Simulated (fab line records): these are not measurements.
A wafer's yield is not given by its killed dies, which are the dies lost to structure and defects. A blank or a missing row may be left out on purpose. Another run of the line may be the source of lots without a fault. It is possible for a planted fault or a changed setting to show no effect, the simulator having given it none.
Which tool was responsible? | flow nand harc | at 1 step of a route of 1302, 12 lots with 36 wafers sampled

WHAT THE GAUGES READ, wafer by wafer
NHARC_P_STI_OCD_MEAS_43.
lot  | measured     | on     | trench depth nm (nm) | trench foot cd nm (nm)
L748 | day 2 19:35  | ocd-01 | 303 291 299          | 160 164 161
L749 | day 3 06:28  | ocd-01 | 295 298 292          | 157 161 162
L750 | day 3 17:34  | ocd-02 | 306 305 297          | 154 159 162
L751 | day 4 02:59  | ocd-02 | 310 307 305          | 151 153 155
L752 | day 4 14:26  | ocd-02 | 298 306 310          | 155 158 161
L753 | day 4 22:53  | ocd-01 | 299 307 300          | 159 159 161
L756 | day 6 06:51  | ocd-02 | 293 302 299          | 162 163 161
L764 | day 9 11:55  | ocd-01 | 306 307 295          | 159 154 155
L766 | day 10 10:33 | ocd-02 | 306 305 308          | 156 158 155
L768 | day 11 06:40 | ocd-01 | 300 299 309          | 160 164 159
L770 | day 12 00:54 | ocd-02 | 298 297 295          | 155 155 156
L771 | day 12 15:38 | ocd-02 | 305 304 303          | 158 159 158

TOOL THAT RAN EACH LOT (tool first, then ch and the chambers of the sampled wafers, then the start)
The record holds no process step before these readings.

AS READ BY THE TOOLS THEMSELVES (means over the sampled wafers that have a number; for cases with no such wafer, the mark the record gives instead)
The record holds no such reading with a usual standard deviation.

THE ANSWER, worked out from the rows above alone
Rule: the usual values come from the lots themselves. The widest of any qualifying gaps counts: lots, ordered by their means at a reading, are off when they make up no more than a third of the lots, leave a main group of 4 or more, and stand apart from it by 3 or more times the standard deviation of that group's means. The tables above print the reading to a certain number of digits; a main group whose means all agree to those digits is not used. Also off: a lot with no number at a reading for which 4 or more lots have one. The other lots that the step has rows for count as sound. The gauges are gone through in route order, then the tools' own readings, and for those a lot's mean is taken as printed above. The first step at which some lot is off is used, and at that step the reading that is off furthest; a lot without a number counts as furthest.
None of the lots is off at any reading shown; this tells nothing.

WHAT THE SIMULATOR HAD PUT IN
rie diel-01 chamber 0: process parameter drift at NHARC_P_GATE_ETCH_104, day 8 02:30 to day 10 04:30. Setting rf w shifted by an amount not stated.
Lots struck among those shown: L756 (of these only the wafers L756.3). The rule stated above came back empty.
